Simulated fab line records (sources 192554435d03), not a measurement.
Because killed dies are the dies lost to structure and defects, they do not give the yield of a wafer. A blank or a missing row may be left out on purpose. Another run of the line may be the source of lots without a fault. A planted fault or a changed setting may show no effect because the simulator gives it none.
A struck lot beside a sound one || flow n5Finfet || 15 out of 1938 route steps
Sound: wafers L166.2, L166.4, L166.5. Struck: wafer L180.5 (L180.1, L180.3, from the same lot, were not struck and are left out); the cause is given at the end.
Each step with rows lists, per side, the tool, then ch with its chambers, then its first start. Under that, the readings that differ: sound wafers || struck wafers || difference of the means || sigmas: that difference in standard deviations of wafers without a fault.
alike: readings whose means differ by less than 2 such deviations, and words and numbers that are the same on both sides. not compared: withheld readings, readings that some wafer has no value for, bounds like >300 that may hide the same value, and numbers for which the record gives no deviation and whose values overlap.
Wherever a step has rows on one side only, a row that says differs or no value, or a row with sigmas, the two part there. When numbers do not overlap yet have no deviation, they are printed without sigmas and do not part them. A reading missing from all wafers of one side parts the sides only when that side holds two or more wafers.

first, 7 steps without rows for these wafers: N5_MIM_TOP_LITHO_COAT_02; N5_MIM_TOP_LITHO_EBR_04; N5_MIM_TOP_LITHO_SOFTBAKE_03 (time 90 s); N5_MIM_TOP_LITHO_EXPOSE_05 (exposes mask MIM TOP, target cd 2000 nm); N5_MIM_TOP_LITHO_PEB_06; N5_MIM_TOP_LITHO_DEVELOP_07 (develop time 60 s); N5_MIM_TOP_LITHO_HARDBAKE_09 (time 120 s).
N5_MIM_TOP_LITHO_CD_MEAS_08: the cd target is 2000 nm.
  sound on cdSem-02 ch 0, day 14 12:20; struck on cdSem-01 ch 0, day 18 02:39
  alike: cdNm
N5_MIM_TOP_LITHO_OVL_MEAS_11:
  sound on overlay-01 ch 0, day 14 12:23; struck on overlay-01 ch 0, day 18 02:41
  alike: MIM_TOP_OVL
N5_MIM_TOP_LITHO_INSPECT_12: inspects for defects (macro).
  sound on defectInspect-02 at day 14 12:25; struck on defectInspect-01 at day 18 02:42
  alike: rawDefectCount
N5_MIM_TOP_LITHO_DESCUM_10: chemistry O2, time 7.9 s.
  sound on rieDiel-04 ch 0,1, day 14 12:27; struck on rieDiel-05 ch 1, day 18 02:44
  alike: drypumpMotorCurrentA, oesProductAu, rfVppV, showerheadPlenumPTorr, throttleValvePct
  not compared: rfHoursCounterH
N5_MIM_TOP_ETCH_ETCH_00: etches TiN in Cl2/BCl3, target depth 38.5 nm.
  sound on rieMetal-02 ch 0, day 14 12:32; struck on rieMetal-03 ch 1, day 18 02:49
  alike: bcl3FlowSccm, biasW, drypumpMotorCurrentA, oesProductAu, throttleValvePct
  not compared: rfHoursCounterH
N5_MIM_TOP_ETCH_STRIP_01: strips in O2.
  sound on rieDiel-02 ch 1,3, day 14 12:41; struck on rieDiel-06 ch 3, day 18 02:58
{"reading": "tempC (C)", "sound": "59.88 59.90 60.02", "struck": 61.00, "difference": "+1.07", "sigmas": "+10"}
  alike: drypumpMotorCurrentA, oesProductAu, rfVppV, showerheadPlenumPTorr, throttleValvePct
  not compared: rfHoursCounterH
N5_MIM_TOP_ETCH_PECVD_03: deposits SiNx from SiH4/NH3/N2, target thk 20 nm, time 17.6 s.
  sound on pecvd-04 ch 0,1,2, day 14 12:44; struck on pecvd-02 ch 1, day 18 03:02
  alike: heaterPowerW, showerheadPlenumPTorr, throttleValvePct
N5_PASSIVATION_PROBE_49:
  sound on prober-01 at day 14 23:33; struck on prober-02 at day 18 14:37
{"reading": "defectLimitedYield (%)", "sound": "90.6 89.6 91.4", "struck": 87.0, "difference": -3.5, "sigmas": -3}
{"reading": "killedAtOther", "sound": "0 1 1", "struck": 7, "difference": "+6", "sigmas": "+2"}
{"reading": "killedDies", "sound": "111 123 102", "struck": 153, "difference": "+41", "sigmas": "+2"}
{"reading": "killedOpen", "sound": "69 85 63", "struck": 112, "difference": "+40", "sigmas": "+3"}
{"reading": "sort_bin_5_function (%)", "sound": "5.6 5.9 5.8", "struck": 8.1, "difference": "+2.3", "sigmas": "+2"}
{"reading": "sortNPass", "sound": "1069 1057 1078", "struck": 1027, "difference": -41, "sigmas": -2}
{"reading": "sortYieldPct (%)", "sound": "90.6 89.6 91.4", "struck": 87.0, "difference": -3.5, "sigmas": -2}
  alike: killed_at_M0_to_M3, killed_at_M4_up, killedAtContacts, killedAtFrontEnd, killedShort, sort_bin_6_memory, sort_bin_8_speed

== WHERE THEY PART ==
At N5_MIM_TOP_ETCH_STRIP_01 first; at N5_PASSIVATION_PROBE_49 last (within this record only).

WHY: what the simulator had put in
rieDiel-06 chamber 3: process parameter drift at N5_MIM_TOP_ETCH_STRIP_01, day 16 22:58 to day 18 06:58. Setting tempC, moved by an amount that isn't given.
